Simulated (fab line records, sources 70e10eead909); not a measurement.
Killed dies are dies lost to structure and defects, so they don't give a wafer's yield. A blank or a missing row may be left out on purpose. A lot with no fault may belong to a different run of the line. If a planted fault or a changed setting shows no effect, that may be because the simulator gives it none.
fab line records    flow nandHarc
record lots=12  wafers=36  lastDay=33
route steps=1302 shown A_CHANNEL_HOLE_D2@589 A_CHANNEL_FILL_D2@612 END@1302
lots untouched by any fault: they come from a run of this same line in which no faults occurred
startH: hours from the record's first day to the start of the lot's first wafer shown    waitH: how many hours have passed since the lot's step before this one    " unchanged from the row above    L1.1+2: a single row standing in for several wafers    - no value, or no start given    * or withheld: withheld    < > ~ a bound
route shown NAME@n: a module of which the file shows steps, and the number in the route of the first    usual: mean/standard deviation of fault-free wafers    same: alike in all rows    chamber/n: place in a boat    sites: each site's reading    _std_site: standard deviation of those values    _edge_site: mean of outer sites minus mean of inner sites    radiusMm: how far each site lies from the wafer's centre    mask NAME#n: copy n    behind: the last tool/chamber to shape the wafer    hold: what put the lot on hold/how long, in hours/how the hold closed    device: which transistor (n, p or np) failed to switch    end of line: tests of these same wafers at the route's end    step lacking rows: just its recipe    killed: not the wafer's yield, but the dies lost to structure and defects at the first sort    map: a wafer's dies, x killed, . not, _ none there
set.NAME: the setting the step ran with; set.NAME@STEP: the setting that earlier step ran with    model.NAME: the simulator's own value behind a step, which no gauge read
the route's steps for a sample of lots (tables are steps, rows are wafers)
services: a tool's chamber out of use, with start hour (startH, from the record's first day; less than 0 if before it), hours out, and reason
## steps
# step NHARC_A_CHANNEL_HOLE_D2_ETCH_16
# recipe targetDepthA=31000  overEtchFrac=0.3  timeS=806  ionEnergyEv=150  o2FlowSccm=400  cosFlowSccm=20  arFlowSccm=0  rfW=500  biasW=300  chemistry=O2/COS
# usual biasW=300.0/0.92  chamberPressureMTorr=19.999/0.017  drypumpMotorCurrentA=5.7/0.52  oesProductAu=0.997/0.013  rfVppV=314.5/1.9  showerheadPlenumPTorr=3.16/0.12  throttleValvePct=28.331/0.009
lot.wafer  tool        chamber  startH  waitH  biasW  chamberPressureMTorr  drypumpMotorCurrentA  oesProductAu  rfHoursCounterH  rfVppV  showerheadPlenumPTorr  throttleValvePct
L102.1     rieDiel-11  2        -       -      297.9  20.000                6.0                   1.007         2.6              316.2   3.35                   28.308
L102.2     "           1        "       "      299.7  20.006                6.1                   0.990         1.7              313.4   3.02                   28.337
L102.5     "           2        "       "      299.4  19.993                6.0                   0.999         -                317.7   3.35                   28.320
L103.1     rieDiel-12  2        -       -      300.4  20.000                5.6                   1.001         2.9              313.6   3.09                   28.309
L103.3     "           3        "       "      301.0  20.015                5.1                   0.973         1.9              314.6   3.22                   28.334
L103.6     "           2        "       "      299.0  20.014                5.6                   1.012         -                312.5   3.09                   28.327
L104.1     rieDiel-04  3        -       -      299.3  20.023                5.9                   0.996         8.5              315.4   3.20                   28.320
L104.2     "           1        "       "      300.6  20.009                6.2                   0.992         7.9              315.7   3.25                   28.335
L104.5     "           0        "       "      300.7  20.013                5.7                   1.003         -                313.9   3.10                   28.340
L108.2     rieDiel-12  0        -       -      299.6  20.033                6.0                   0.990         4.8              312.8   3.04                   28.321
L108.4     "           1        "       "      299.7  19.996                5.8                   1.020         5.9              312.3   3.04                   28.326
L108.5     "           3        "       "      299.0  19.985                5.1                   0.973         -                316.0   3.22                   28.318
L107.2     rieDiel-11  1        -       -      299.5  19.998                6.1                   0.999         5.1              313.5   3.02                   28.330
L107.4     "           2        "       "      298.9  19.997                6.0                   1.007         5.8              316.8   3.35                   28.330
L107.5     "           0        "       "      299.2  20.004                6.7                   0.996         -                315.3   3.22                   28.342
L109.4     rieDiel-12  0        -       -      297.7  19.996                6.0                   0.989         5.2              312.1   3.04                   28.319
L109.2     "           2        "       "      301.8  19.995                5.6                   0.991         7.4              312.8   3.09                   28.323
L109.6     "           0        "       "      298.5  19.990                6.0                   0.985         -                312.0   3.04                   28.336
L112.3     rieDiel-11  0        -       -      300.9  20.014                6.7                   0.989         7.6              316.3   3.22                   28.344
L112.1     "           2        "       "      300.9  19.996                6.0                   1.012         7.4              317.9   3.35                   28.333
L112.6     "           1        "       "      300.8  20.002                6.1                   0.999         -                311.9   3.02                   28.330
L116.2     rieDiel-04  2        -       -      299.1  19.990                4.7                   1.006         3.3              311.4   2.95                   28.337
L116.4     "           3        "       "      300.4  19.983                5.9                   0.991         3.8              316.7   3.20                   28.341
L116.5     "           2        "       "      300.4  19.996                4.7                   1.007         -                312.2   2.95                   28.331
L120.3     rieDiel-04  2        -       -      300.1  20.015                4.7                   1.017         6.6              312.3   2.95                   28.327
L120.6     "           3        "       "      300.4  20.015                5.9                   1.003         -                315.0   3.20                   28.327
L120.5     "           0        "       "      299.2  19.999                5.7                   1.004         -                313.4   3.09                   28.307
L121.4     rieDiel-11  3        -       -      299.1  20.004                5.2                   1.009         2.3              317.9   3.31                   28.322
L121.1     "           2        "       "      299.9  20.009                6.0                   1.019         2.5              316.8   3.35                   28.339
L121.5     "           0        "       "      300.0  19.990                6.7                   1.013         -                316.1   3.22                   28.346
L123.5     rieDiel-11  0        -       -      301.0  19.985                6.7                   1.017         -                315.4   3.22                   28.347
L123.4     "           2        "       "      299.9  19.992                6.0                   1.026         -                317.6   3.35                   28.332
L123.6     "           3        "       "      299.5  20.018                5.1                   1.008         -                316.6   3.31                   28.317
L124.1     rieDiel-12  1        -       -      299.8  20.006                5.8                   0.999         4.3              312.8   3.03                   28.323
L124.4     "           2        "       "      299.9  20.010                5.6                   0.983         4.3              313.7   3.08                   28.330
L124.3     "           3        "       "      301.1  20.032                5.1                   0.986         4.3              316.1   3.21                   28.335
# step NHARC_A_CHANNEL_FILL_D2_ALD_02
# recipe targetThkA=60  pulseTimeS=10  aldCycles=60  tempC=300  material=SiO2
# usual heaterPowerOuterW=265/33  heaterPowerW=475/54  precursorPulseHeightRel=0.999/0.02
lot.wafer  tool      chamber  startH  waitH  heaterPowerOuterW  heaterPowerW  precursorPulseHeightRel
L102.1     aldHk-02  3        311.42  -      311                525           1.026
L102.2     "         0        "       "      288                517           1.030
L102.5     "         0        "       "      283                513           0.969
L103.3     aldHk-03  1        315.58  -      275                513           1.018
L103.1     "         0        "       "      269                495           1.005
L103.6     "         1        "       "      273                510           1.041
L104.2     aldHk-02  3        332.77  -      313                537           0.975
L104.1     "         1        "       "      238                428           0.986
L104.5     "         2        "       "      303                482           1.017
L108.4     aldHk-02  0        369.69  0.2    300                546           0.996
L108.2     "         2        "       "      307                498           1.012
L108.5     "         3        "       "      292                509           0.997
L107.4     aldHk-04  0        369.95  0.3    250                393           1.016
L107.2     "         1        "       "      273                506           1.003
L107.5     "         3        "       "      220                392           1.025
L109.4     aldHk-03  2        373.81  -      219                381           0.976
L109.2     "         0        "       "      270                513           0.980
L109.6     "         1        "       "      267                509           1.035
L112.1     aldHk-03  2        404.08  -      208                370           0.970
L112.3     "         3        "       "      233                462           1.036
L112.6     "         3        "       "      231                466           0.996
L116.4     aldHk-03  0        441.95  -      284                511           0.986
L116.2     "         1        "       "      278                537           1.011
L116.5     "         2        "       "      207                361           0.983
L120.3     aldHk-02  0        488.04  -      298                535           1.008
L120.6     "         1        "       "      252                443           0.996
L120.5     "         2        "       "      306                506           0.973
L121.1     aldHk-02  2        505.85  -      295                494           1.017
L121.4     "         3        "       "      300                492           1.014
L121.5     "         1        "       "      249                456           1.016
L123.4     aldHk-02  3        518.59  -      294                512           0.996
L123.6     "         2        "       "      301                507           0.961
L123.5     "         3        "       "      296                501           0.972
L124.4     aldHk-03  0        531.97  -      290                510           1.002
L124.1     "         1        "       "      280                526           1.026
L124.3     "         3        "       "      231                469           1.007
# step NHARC_A_CHANNEL_FILL_D2_CVD_18
# recipe targetThkA=30  tempC=550  material=poly-Si
# usual spikeTcTopC=567.8/2.2
lot.wafer  tool          chamber  startH  waitH  spikeTcTopC
L102.1     lpcvdPoly-01  0        333.58  -      572.2
L102.2     "             0        "       "      570.6
L102.5     "             0        "       "      570.4
L103.1     lpcvdPoly-04  0        337.08  -      565.8
L103.3     "             0        "       "      566.6
L103.6     "             0        "       "      566.4
L104.1     lpcvdPoly-04  0        357.66  -      565.9
L104.2     "             0        "       "      566.6
L104.5     "             0        "       "      566.9
L107.2     lpcvdPoly-04  0        391.06  -      567.0
L107.4     "             0        "       "      564.0
L107.5     "             0        "       "      565.8
L108.2     lpcvdPoly-04  0        391.06  -      565.7
L108.4     "             0        "       "      567.3
L108.5     "             0        "       "      567.0
L108.2     lpcvdPoly-04  0        394.63  1.9    564.8
L108.4     "             0        "       "      567.0
L108.5     "             0        "       "      568.3
L109.2     lpcvdPoly-04  0        395.18  -      567.3
L109.4     "             0        "       "      567.3
L109.6     "             0        "       "      564.9
L109.2     lpcvdPoly-04  0        399.66  2.8    564.8
L109.4     "             0        "       "      565.5
L109.6     "             0        "       "      568.3
L112.1     lpcvdPoly-03  0        424.35  -      565.5
L112.3     "             0        "       "      566.8
L112.6     "             0        "       "      566.0
L112.1     lpcvdPoly-03  0        426.55  0.5    568.6
L112.3     "             0        "       "      567.7
L112.6     "             0        "       "      566.6
L116.2     lpcvdPoly-01  0        464.62  -      570.6
L116.4     "             0        "       "      570.6
L116.5     "             0        "       "      571.0
L120.3     lpcvdPoly-03  0        512.11  -      568.8
L120.5     "             0        "       "      569.2
L120.6     "             0        "       "      567.8
L121.1     lpcvdPoly-03  0        528.08  -      567.1
L121.4     "             0        "       "      565.9
L121.5     "             0        "       "      567.5
L123.4     lpcvdPoly-04  0        542.04  -      565.7
L123.5     "             0        "       "      565.8
L123.6     "             0        "       "      565.2
L124.1     lpcvdPoly-04  0        554.16  -      566.5
L124.3     "             0        "       "      566.3
L124.4     "             0        "       "      566.0
# step NHARC_A_CHANNEL_FILL_D2_STRIP_29
# recipe timeS=20  o2FlowSccm=500  arFlowSccm=0  biasW=0  chemistry=O2
# usual chamberPressureMTorr=60.00/0.056  drypumpMotorCurrentA=5.8/0.49  oesProductAu=0.999/0.012  rfVppV=57.8/0.84  showerheadPlenumPTorr=3.51/0.13  throttleValvePct=17.036/0.0089
# same biasW=0
lot.wafer  tool        chamber  startH  waitH  chamberPressureMTorr  drypumpMotorCurrentA  oesProductAu  rfHoursCounterH  rfVppV  showerheadPlenumPTorr  throttleValvePct
L103.1     rieDiel-05  0        -       -      60.02                 5.0                   1.002         3                57.7    3.72                   17.031
L103.3     "           1        "       "      60.03                 6.6                   1.023         3                56.9    3.46                   17.060
L103.6     "           2        "       "      60.07                 5.7                   0.990         -                58.8    3.41                   17.044
L102.1     rieDiel-02  2        -       -      59.93                 6.4                   1.013         4                58.3    3.35                   17.030
L102.2     "           3        "       "      59.97                 5.7                   0.997         4                57.9    3.60                   17.047
L102.5     "           3        "       "      60.02                 5.7                   0.992         -                57.5    3.60                   17.031
L104.1     rieDiel-02  0        -       -      59.95                 6.0                   0.992         4                57.4    3.48                   17.049
L104.2     "           2        "       "      60.02                 6.4                   1.014         4                56.6    3.35                   17.041
L104.5     "           1        "       "      60.03                 5.8                   0.994         -                57.0    3.37                   17.042
L107.2     rieDiel-06  2        -       -      60.01                 5.6                   0.987         16               57.6    3.34                   17.037
L107.4     "           3        "       "      60.00                 6.5                   1.007         13               58.3    3.60                   17.039
L107.5     "           2        "       "      60.04                 5.6                   0.989         -                57.0    3.34                   17.056
L108.2     rieDiel-02  0        -       -      59.97                 6.0                   0.978         1                58.0    3.48                   17.026
L108.4     "           1        "       "      59.98                 5.8                   0.986         0                57.2    3.37                   17.033
L108.5     "           1        "       "      59.99                 5.8                   0.992         -                57.7    3.37                   17.032
L109.4     rieDiel-05  2        -       -      59.99                 5.7                   0.984         0                58.0    3.41                   17.039
L109.2     "           0        "       "      59.94                 5.0                   1.005         0                58.1    3.72                   17.020
L109.6     "           2        "       "      60.07                 5.7                   0.986         -                56.9    3.41                   17.044
L112.3     rieDiel-02  3        -       -      59.99                 5.7                   1.002         1                59.3    3.60                   17.039
L112.1     "           0        "       "      60.02                 6.0                   0.972         1                57.1    3.48                   17.029
L112.6     "           0        "       "      60.01                 6.0                   0.974         -                57.7    3.48                   17.049
L116.2     rieDiel-02  1        -       -      59.96                 5.8                   0.988         2                57.8    3.37                   17.031
L116.4     "           0        "       "      60.06                 6.0                   0.974         2                59.3    3.48                   17.027
L116.5     "           2        "       "      60.02                 6.4                   1.002         -                57.0    3.35                   17.031
L120.3     rieDiel-02  3        -       -      59.99                 5.7                   1.008         3                57.6    3.60                   17.052
L120.5     "           1        "       "      59.93                 5.8                   0.995         -                58.2    3.36                   17.035
L120.6     "           2        "       "      60.07                 6.4                   0.992         -                56.3    3.35                   17.038
L121.1     rieDiel-05  1        549.25  0.2    60.00                 6.6                   1.009         5                57.5    3.45                   17.043
L121.5     "           1        "       "      60.00                 6.6                   1.000         -                57.5    3.45                   17.035
L121.4     "           3        "       "      59.94                 5.7                   1.009         -                57.9    3.65                   17.018
L123.4     rieDiel-05  2        -       -      60.01                 5.7                   0.995         5                57.2    3.41                   17.047
L123.5     "           2        "       "      60.06                 5.7                   1.001         -                57.1    3.41                   17.043
L123.6     "           3        "       "      59.88                 5.6                   1.008         -                57.5    3.65                   17.034
L124.3     rieDiel-06  2        -       -      60.10                 5.6                   0.986         15               57.2    3.33                   17.041
L124.1     "           3        "       "      59.94                 6.5                   0.992         15               56.2    3.59                   17.038
L124.4     "           1        "       "      59.99                 6.2                   1.004         16               59.3    3.68                   17.045
# step NHARC_END_SORT_01
# recipe tempC=25
# usual killedAtArray=55/17  killedAtOther=0.9/1.2  killedAtPeriphery=3.7/2.5  killedDies=59/18  killedOpen=3.4/1.9  killedShort=2.6/1.6
# same grossDies=677
lot.wafer  tool       chamber  startH  waitH  killedAtArray  killedAtOther  killedAtPeriphery  killedDies  killedOpen  killedShort
L108.2     prober-01  0        640.23  2.8    674            1              2                  677         2           1
L108.4     prober-01  0        641.84  3.4    677            0              0                  677         2           3
L108.5     prober-01  0        642.65  3.7    675            0              2                  677         2           2
L109.2     prober-02  0        644.38  2.8    675            1              1                  677         2           1
L109.4     prober-02  0        645.98  3.4    673            1              3                  677         2           1
L109.6     prober-02  0        647.57  4.0    674            3              0                  677         4           1
L112.1     prober-01  0        673.21  2.5    670            0              7                  677         4           5
L112.3     prober-01  0        674.81  3.1    671            0              6                  677         3           2
L112.6     prober-01  0        677.22  4.0    665            0              12                 677         1           2
# killed by level:class
L108.2 A_CHANNEL_FILL_D2:areaCvd=599 A_SLIT:chamberFilmFlake=24 A_CHANNEL_HOLE_D1:chamberFilmFlake=23 A_SGD_CUT:chamberFilmFlake=7 A_CHANNEL_HOLE_D2:chamberFilmFlake=5 A_BONDPAD:chamberFilmFlake=4 A_CONTACT:chamberFilmFlake=3 A_BLC:geometricParticle:open=2
L108.4 A_CHANNEL_FILL_D2:areaCvd=596 A_SLIT:chamberFilmFlake=26 A_CHANNEL_HOLE_D1:chamberFilmFlake=26 A_SGD_CUT:chamberFilmFlake=9 A_CHANNEL_HOLE_D2:chamberFilmFlake=7 A_BONDPAD:chamberFilmFlake=3 A_CHANNEL_FILL_D1:geometricParticle:open=1 A_DECK1_JOINT:geometricParticle:short=1
L108.5 A_CHANNEL_FILL_D2:areaCvd=600 A_CHANNEL_HOLE_D1:chamberFilmFlake=26 A_SLIT:chamberFilmFlake=21 A_CHANNEL_HOLE_D2:chamberFilmFlake=11 A_BONDPAD:chamberFilmFlake=6 A_SGD_CUT:chamberFilmFlake=5 A_CHANNEL_FILL_D1:chamberFilmFlake=2 P_CONTACT:geometricParticle:short=1
L109.2 A_CHANNEL_FILL_D2:areaCvd=645 A_CHANNEL_HOLE_D2:chamberFilmFlake=15 A_BONDPAD:chamberFilmFlake=5 A_CHANNEL_FILL_D2:chamberFilmFlake=2 A_STAIRCASE:chamberFilmFlake=2 A_ONON_D1:geometricParticle:open=1 A_CHANNEL_HOLE_D1:geometricParticle:open=1 A_CHANNEL_FILL_D1:geometricParticle:short=1
L109.4 A_CHANNEL_FILL_D2:areaCvd=642 A_CHANNEL_HOLE_D2:chamberFilmFlake=14 A_BONDPAD:chamberFilmFlake=5 A_CHANNEL_HOLE_D1:chamberFilmFlake=3 A_CHANNEL_FILL_D2:chamberFilmFlake=3 P_M2:chamberFilmFlake=2 A_STAIRCASE:chamberFilmFlake=2 A_CONTACT:chamberFilmFlake=2
L109.6 A_CHANNEL_FILL_D2:areaCvd=649 A_CHANNEL_HOLE_D2:chamberFilmFlake=10 THIN_TSV:chamberFilmFlake=3 A_CHANNEL_HOLE_D1:chamberFilmFlake=2 A_CHANNEL_FILL_D2:chamberFilmFlake=2 A_STAIRCASE:chamberFilmFlake=2 A_SLIT:chamberFilmFlake=2 A_BONDPAD:chamberFilmFlake=2
L112.1 A_CHANNEL_FILL_D2:areaCvd=620 A_CHANNEL_HOLE_D1:chamberFilmFlake=36 A_STAIRCASE:chamberFilmFlake=4 P_CONTACT:geometricParticle:open=3 A_CONTACT:chamberFilmFlake=3 A_CHANNEL_FILL_D1:geometricParticle:short=2 P_STI:chamberFilmFlake=2 P_GATE:geometricParticle:open=1
L112.3 A_CHANNEL_FILL_D2:areaCvd=613 A_CHANNEL_HOLE_D1:chamberFilmFlake=33 A_CONTACT:chamberFilmFlake=7 A_STAIRCASE:chamberFilmFlake=6 A_CHANNEL_FILL_D2:chamberFilmFlake=4 P_ZERO_WELL:chamberFilmFlake=3 P_STI:chamberFilmFlake=2 A_ONON_D1:geometricParticle:short=1
L112.6 A_CHANNEL_FILL_D2:areaCvd=608 A_CHANNEL_HOLE_D1:chamberFilmFlake=31 P_STI:chamberFilmFlake=9 A_STAIRCASE:chamberFilmFlake=9 A_CHANNEL_FILL_D1:chamberFilmFlake=4 A_CONTACT:chamberFilmFlake=4 P_ZERO_WELL:chamberFilmFlake=2 A_SLIT:chamberFilmFlake=2
## services
tool          chamber  startH  hours  kind
rieDiel-04    0        298.71  7.4    repair
rieDiel-04    1        339.61  9.7    repair
rieDiel-04    -        354.97  9.0    pm
rieDiel-12    1        373.98  2.8    repair
rieDiel-02    3        378.12  4.8    repair
rieDiel-04    0        379.01  8.6    repair
lpcvdPoly-03  -        386.00  26.0   pm
rieDiel-02    -        393.70  9.0    pm
rieDiel-05    -        406.60  9.0    pm
rieDiel-05    2        426.30  6.9    repair
rieDiel-11    -        432.50  9.0    pm
rieDiel-02    -        437.11  0.4    repair
rieDiel-12    -        445.40  9.0    pm
aldHk-02      -        460.82  0.8    repair
rieDiel-11    -        463.34  0.4    repair
rieDiel-04    2        471.33  2.9    repair
rieDiel-05    1        497.95  4.8    repair
rieDiel-12    1        505.49  7.7    repair
aldHk-03      -        523.91  1.2    repair
aldHk-02      -        544.75  0.5    repair
rieDiel-05    0        548.11  2.9    repair
rieDiel-02    1        550.49  4.0    repair
rieDiel-02    -        570.70  9.0    pm
rieDiel-11    -        571.56  12.3   repair
## key
firstSign step=NHARC_A_CHANNEL_FILL_D2_CVD_18  reading=visit  direction=added
effect step=NHARC_END_SORT_01  reading=killedAtArray  direction=up  sigmas=36  usual=55  struck=673
moreKillsBornAt NHARC_A_CHANNEL_FILL_D2_CVD_18@lpcvdPoly-04=3731  NHARC_A_CHANNEL_FILL_D2_CVD_18@lpcvdPoly-03=1841
metAt NHARC_A_CHANNEL_FILL_D2_CVD_18
struckLots L108,L109,L112
laterRowsLeftOut L108.2,L108.4,L108.5,L109.2,L109.4,L109.6,L112.1,L112.3,L112.6
testerLeftOut L108,L109,L112
notActingAt NHARC_A_CHANNEL_HOLE_D2_ETCH_16,NHARC_A_CHANNEL_FILL_D2_ALD_02,NHARC_A_CHANNEL_FILL_D2_STRIP_29
fault kind=repeatedStepWhole  tool=lpcvdPoly-01,lpcvdPoly-03,lpcvdPoly-04  chamber=-  onsetH=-  steps=NHARC_A_CHANNEL_FILL_D2_CVD_18  times=1  scope=struckLotsOnly
# testerLeftOut: of these lots the tester's yield and bins aren't shown, on N5 and GAA mostly nor the transistor test; their killed dies are dies lost to structure and defects alone, not to doping, threshold or leakage, so they don't give the yield
# laterRowsLeftOut: the simulator's readings of these wafers behind a module that went badly wrong aren't trusted and aren't shown, but for the sort
